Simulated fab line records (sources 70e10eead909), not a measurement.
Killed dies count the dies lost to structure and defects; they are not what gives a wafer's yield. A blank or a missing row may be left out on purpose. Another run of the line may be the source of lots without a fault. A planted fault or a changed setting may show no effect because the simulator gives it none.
Which tool is to blame? + flow nand_harc + Sampling: 11 lots, 33 wafers, 6 of 1159 route steps

WHAT THE GAUGES SHOWED, per wafer
NHARC_END_WLT_00.
| lot  | measured     | on        | VT_DECK1_BOTTOM   | VT_DECK1_BOTTOM_INNER | VT_DECK1_MEDIAN_NEAR_BOTTOM | VT_DECK1_MEDIAN_NEAR_BOTTOM_INNER | VT_DECK1_MIDDLE   | VT_DECK1_MIDDLE_INNER | VT_DECK1_TOP      | VT_DECK1_TOP_INNER |
|------|--------------|-----------|-------------------|-----------------------|-----------------------------|-----------------------------------|-------------------|-----------------------|-------------------|--------------------|
| L896 | day 19 12:36 | prober-01 | 0.868 0.876 0.866 | 0.864 0.876 0.864     | 0.868 0.877 0.858           | 0.866 0.883 0.860                 | 0.877 0.887 0.876 | 0.876 0.885 0.879     | 0.888 0.896 0.892 | 0.898 0.892 0.892  |
| L895 | day 20 20:12 | prober-02 | 0.874 0.882 0.881 | 0.875 0.891 0.876     | 0.867 0.882 0.884           | 0.869 0.884 0.883                 | 0.890 0.897 0.891 | 0.885 0.898 0.901     | 0.902 0.903 0.897 | 0.902 0.898 0.898  |
| L898 | day 19 15:36 | prober-02 | 0.858 0.860 0.868 | 0.865 0.860 0.863     | 0.860 0.849 0.868           | 0.870 0.855 0.865                 | 0.868 0.872 0.875 | 0.876 0.871 0.876     | 0.880 0.890 0.878 | 0.878 0.882 0.882  |
| L899 | day 20 13:26 | prober-02 | 0.879 0.886 0.872 | 0.879 0.882 0.880     | 0.887 0.881 0.880           | 0.888 0.892 0.877                 | 0.878 0.889 0.900 | 0.886 0.895 0.887     | 0.903 0.901 0.903 | 0.897 0.898 0.902  |
| L900 | day 20 12:56 | prober-01 | 0.869 0.869 0.882 | 0.873 0.877 0.874     | 0.871 0.868 0.882           | 0.872 0.881 0.885                 | 0.877 0.886 0.890 | 0.883 0.888 0.889     | 0.898 0.888 0.891 | 0.900 0.896 0.889  |
| L902 | day 21 19:00 | prober-01 | 0.866 0.867 0.862 | 0.860 0.861 0.860     | 0.855 0.861 0.862           | 0.858 0.859 0.865                 | 0.876 0.878 0.873 | 0.880 0.869 0.874     | 0.886 0.887 0.892 | 0.884 0.896 0.896  |
| L903 | day 21 11:41 | prober-01 | 0.861 0.872 0.878 | 0.854 0.879 0.878     | 0.857 0.869 0.882           | 0.858 0.861 0.874                 | 0.882 0.888 0.894 | 0.872 0.884 0.888     | 0.895 0.889 0.900 | 0.890 0.904 0.904  |
| L904 | day 22 08:31 | prober-01 | 0.871 0.872 0.881 | 0.881 0.879 0.882     | 0.873 0.876 0.876           | 0.877 0.875 0.881                 | 0.877 0.900 0.887 | 0.885 0.882 0.887     | 0.900 0.905 0.900 | 0.902 0.904 0.908  |
| L906 | day 22 23:41 | prober-01 | 0.874 0.862 0.871 | 0.878 0.871 0.863     | 0.877 0.869 0.868           | 0.869 0.861 0.873                 | 0.887 0.876 0.878 | 0.880 0.876 0.878     | 0.891 0.896 0.889 | 0.894 0.895 0.889  |
| L907 | day 22 16:23 | prober-02 | 0.886 0.876 0.872 | 0.887 0.875 0.868     | 0.887 0.876 0.877           | 0.890 0.880 0.879                 | 0.891 0.878 0.879 | 0.884 0.895 0.886     | 0.893 0.894 0.892 | 0.885 0.892 0.892  |
| L912 | day 23 22:55 | prober-01 | 0.910 0.900 0.902 | 0.916 0.898 0.905     | 0.903 0.888 0.911           | 0.909 0.903 0.910                 | 0.919 0.914 0.910 | 0.923 0.912 0.912     | 0.923 0.920 0.925 | 0.924 0.933 0.919  |

NHARC_END_SORT_01.
| lot  | measured     | on        | killed_at_array | killed_at_other | killed_at_periphery | killed_dies | killed_open | killed_short |
|------|--------------|-----------|-----------------|-----------------|---------------------|-------------|-------------|--------------|
| L903 | day 21 15:00 | prober-01 | 11 18 6         | 1 1 0           | 2 2 3               | 14 21 9     | 2 1 2       | 2 3 1        |

TOOL THAT RAN EACH LOT (tool first, then ch and the chambers of the sampled wafers, then the start)
| lot  | NHARC_P_GATE_PRECLEAN_71           | NHARC_A_M1_ETCH_15                            | NHARC_A_M1_CMP_23             | NHARC_A_BONDPAD_STRIP_15           |
|------|------------------------------------|-----------------------------------------------|-------------------------------|------------------------------------|
| L896 | wet_bench-02 ch 0,1,4, day 4 07:45 | rie_diel-09 ch 0,1, day 18 00:21 or earlier   | cmp-02 ch 0,1,2, day 18 00:21 | rie_diel-05 ch 1,2,3, day 18 03:25 |
| L895 | wet_bench-06 ch 2,3,5, day 4 07:47 | rie_diel-10 ch 0,2, day 19 03:26 or earlier   | cmp-03 ch 0,1, day 19 03:26   | rie_diel-12 ch 0,2,3, day 19 06:27 |
| L898 | wet_bench-06 ch 1,2,3, day 4 23:04 | rie_diel-09 ch 0,2, day 18 02:52 or earlier   | cmp-04 ch 0,1,3, day 18 02:52 | rie_diel-05 ch 0,2,3, day 18 05:52 |
| L899 | wet_bench-05 ch 0,4,7, day 5 06:10 | rie_diel-09 ch 0,2,3, day 19 00:38 or earlier | cmp-02 ch 0,2,3, day 19 00:38 | rie_diel-12 ch 1,3, day 19 03:49   |
| L900 | wet_bench-06 ch 2,3,5, day 5 16:41 | rie_diel-10 ch 1,2,3, day 19 03:55 or earlier | cmp-04 ch 2,3, day 19 03:55   | rie_diel-05 ch 1,2,3, day 19 07:05 |
| L902 | wet_bench-06 ch 0,5,7, day 6 08:25 | rie_diel-07 ch 0,3, day 20 06:46 or earlier   | cmp-04 ch 1,2,3, day 20 06:46 | rie_diel-05 ch 0,1,3, day 20 10:02 |
| L903 | wet_bench-02 ch 4,5,7, day 6 08:28 | rie_diel-10 ch 0,1,3, day 20 00:29 or earlier | cmp-04 ch 0,2, day 20 00:29   | rie_diel-03 ch 1,2, day 20 04:03   |
| L904 | wet_bench-05 ch 0,1,7, day 6 20:44 | rie_diel-09 ch 0,1,2, day 21 00:07 or earlier | cmp-02 ch 0,1,3, day 21 00:07 | rie_diel-05 ch 0,1,2, day 21 03:23 |
| L906 | wet_bench-06 ch 4,5,6, day 7 08:53 | rie_diel-09 ch 0,2,3, day 21 13:58 or earlier | cmp-04 ch 0,1,3, day 21 13:58 | rie_diel-05 ch 0,1,2, day 21 17:19 |
| L907 | wet_bench-05 ch 1,4,7, day 7 09:02 | rie_diel-07 ch 0,1,2, day 21 03:43 or earlier | cmp-04 ch 2,3, day 21 03:43   | rie_diel-12 ch 1,2, day 21 06:44   |
| L912 | wet_bench-06 ch 4,5,7, day 8 15:43 | rie_diel-09 ch 0,1,3, day 22 06:46 or earlier | cmp-02 ch 2,3, day 22 06:46   | rie_diel-05 ch 0,2, day 22 09:48   |
- NHARC_P_GATE_PRECLEAN_71: cleans in SC1.
- NHARC_A_M1_ETCH_15: etches the open film in C4F8/Ar, target depth 182.5 nm, time 91.2 s.
- NHARC_A_M1_CMP_23: polishes, t overpolish 20 s, target thk 154.34 nm.
- NHARC_A_BONDPAD_STRIP_15: strips in O2.

AS READ BY THE TOOLS THEMSELVES (means over the sampled wafers that have a number; for cases with no such wafer, the mark the record gives instead)
NHARC_P_GATE_PRECLEAN_71.
| lot  | tool         | bath_guard_temp_C (C) | bath_heat_duty_pct (%) |
|------|--------------|-----------------------|------------------------|
| L896 | wet_bench-02 | 50.2                  | 6.9                    |
| L895 | wet_bench-06 | 49.4                  | 7.6                    |
| L898 | wet_bench-06 | 50.2                  | 7.0                    |
| L899 | wet_bench-05 | 49.7                  | 6.1                    |
| L900 | wet_bench-06 | 49.5                  | 7.0                    |
| L902 | wet_bench-06 | 49.6                  | 8.3                    |
| L903 | wet_bench-02 | 50.0                  | 6.1                    |
| L904 | wet_bench-05 | 49.9                  | 6.6                    |
| L906 | wet_bench-06 | 49.7                  | 7.2                    |
| L907 | wet_bench-05 | 49.9                  | 6.6                    |
| L912 | wet_bench-06 | 49.6                  | 6.9                    |

NHARC_A_M1_ETCH_15.
| lot  | tool        | oes_product_au (a.u.) | rf_vpp_V (V) |
|------|-------------|-----------------------|--------------|
| L896 | rie_diel-09 | 0.927                 | 439.7        |
| L895 | rie_diel-10 | 0.938                 | 442.4        |
| L898 | rie_diel-09 | 0.975                 | 438.4        |
| L899 | rie_diel-09 | 0.926                 | 437.5        |
| L900 | rie_diel-10 | 0.958                 | 440.5        |
| L902 | rie_diel-07 | 0.956                 | 442.3        |
| L903 | rie_diel-10 | 0.961                 | 439.2        |
| L904 | rie_diel-09 | 0.973                 | 439.0        |
| L906 | rie_diel-09 | 0.972                 | 438.8        |
| L907 | rie_diel-07 | 0.976                 | 441.3        |
| L912 | rie_diel-09 | 0.938                 | 438.9        |

NHARC_A_M1_CMP_23.
| lot  | tool   | edge_zone_pressure_frac | motor_current_A (A) | retaining_ring_pressure_frac | time_to_endpoint_s (s) |
|------|--------|-------------------------|---------------------|------------------------------|------------------------|
| L896 | cmp-02 | 1.000                   | 12.1                | 0.996                        | 30.2                   |
| L895 | cmp-03 | 0.998                   | 12.2                | 0.998                        | 31.0                   |
| L898 | cmp-04 | 0.999                   | 12.5                | 1.002                        | 30.9                   |
| L899 | cmp-02 | 0.995                   | 11.4                | 1.002                        | 32.8                   |
| L900 | cmp-04 | 1.002                   | 11.0                | 0.998                        | 32.0                   |
| L902 | cmp-04 | 0.999                   | 12.0                | 1.004                        | 30.3                   |
| L903 | cmp-04 | 0.999                   | 10.5                | 1.005                        | 29.2                   |
| L904 | cmp-02 | 1.000                   | 12.1                | 1.002                        | 29.3                   |
| L906 | cmp-04 | 1.003                   | 12.9                | 1.003                        | 32.6                   |
| L907 | cmp-04 | 0.999                   | 11.0                | 1.003                        | 33.8                   |
| L912 | cmp-02 | 1.001                   | 11.4                | 1.000                        | 32.8                   |

NHARC_A_BONDPAD_STRIP_15.
| lot  | tool        | drypump_motor_current_A (A) | oes_product_au (a.u.) | rf_vpp_V (V) | showerhead_plenum_p_Torr (Torr) | throttle_valve_pct (%) |
|------|-------------|-----------------------------|-----------------------|--------------|---------------------------------|------------------------|
| L896 | rie_diel-05 | 5.52                        | 1.003                 | 57.7         | 3.38                            | 17.031                 |
| L895 | rie_diel-12 | 6.01                        | 1.004                 | 57.5         | 3.55                            | 17.035                 |
| L898 | rie_diel-05 | 5.61                        | 1.002                 | 57.9         | 3.47                            | 17.040                 |
| L899 | rie_diel-12 | 5.80                        | 1.003                 | 57.6         | 3.55                            | 17.039                 |
| L900 | rie_diel-05 | 5.52                        | 1.017                 | 57.6         | 3.38                            | 17.035                 |
| L902 | rie_diel-05 | 5.51                        | 1.008                 | 57.3         | 3.47                            | 17.036                 |
| L903 | rie_diel-03 | 5.59                        | 1.002                 | 57.6         | 3.52                            | 17.027                 |
| L904 | rie_diel-05 | 5.61                        | 1.006                 | 57.9         | 3.40                            | 17.037                 |
| L906 | rie_diel-05 | 5.63                        | 1.001                 | 57.4         | 3.40                            | 17.041                 |
| L907 | rie_diel-12 | 5.78                        | 1.018                 | 58.3         | 3.62                            | 17.030                 |
| L912 | rie_diel-05 | 5.77                        | 0.992                 | 57.7         | 3.40                            | 17.042                 |

THE ANSWER, worked out from the rows above alone
Rule: the lots themselves supply what counts as usual. Put in order of their means at a reading, lots are off if they are a third of the lots or fewer, leave a main group of 4 or more, and stand apart from it by a gap of 3 or more times the standard deviation of the main group's means; of several such gaps the widest counts. A main group whose means are all the same, to the digits that the tables above print for the reading, isn't used. A lot without any number at a reading at which 4 lots or more have one is off too. Any other lot the step has rows for is counted as sound. The gauges are gone through in route order, then the tools' own readings, and for those a lot's mean is taken as printed above. At the first step where some lot is off, the reading lying furthest off is the one used; lots without a number count as furthest.
Off: L912, at NHARC_END_WLT_00 (VT_DECK1_BOTTOM). The main group has a mean of 0.872 with a standard deviation of 0.0055.
A tool fits if, at a process step before that reading, it ran every lot that is off, and no sound lot after the first of them. Gauges at NHARC_END_WLT_00: tried the same way as those tools. With no start given for some of its lots, NHARC_A_M1_ETCH_15 uses the hours and lot order of NHARC_A_M1_CMP_23. Can't be told from this: 5 tools fit, wet_bench-06 at NHARC_P_GATE_PRECLEAN_71, rie_diel-09 at NHARC_A_M1_ETCH_15, cmp-02 at NHARC_A_M1_CMP_23, rie_diel-05 at NHARC_A_BONDPAD_STRIP_15, prober-01 at NHARC_END_WLT_00.

WHAT THE SIMULATOR PUT IN
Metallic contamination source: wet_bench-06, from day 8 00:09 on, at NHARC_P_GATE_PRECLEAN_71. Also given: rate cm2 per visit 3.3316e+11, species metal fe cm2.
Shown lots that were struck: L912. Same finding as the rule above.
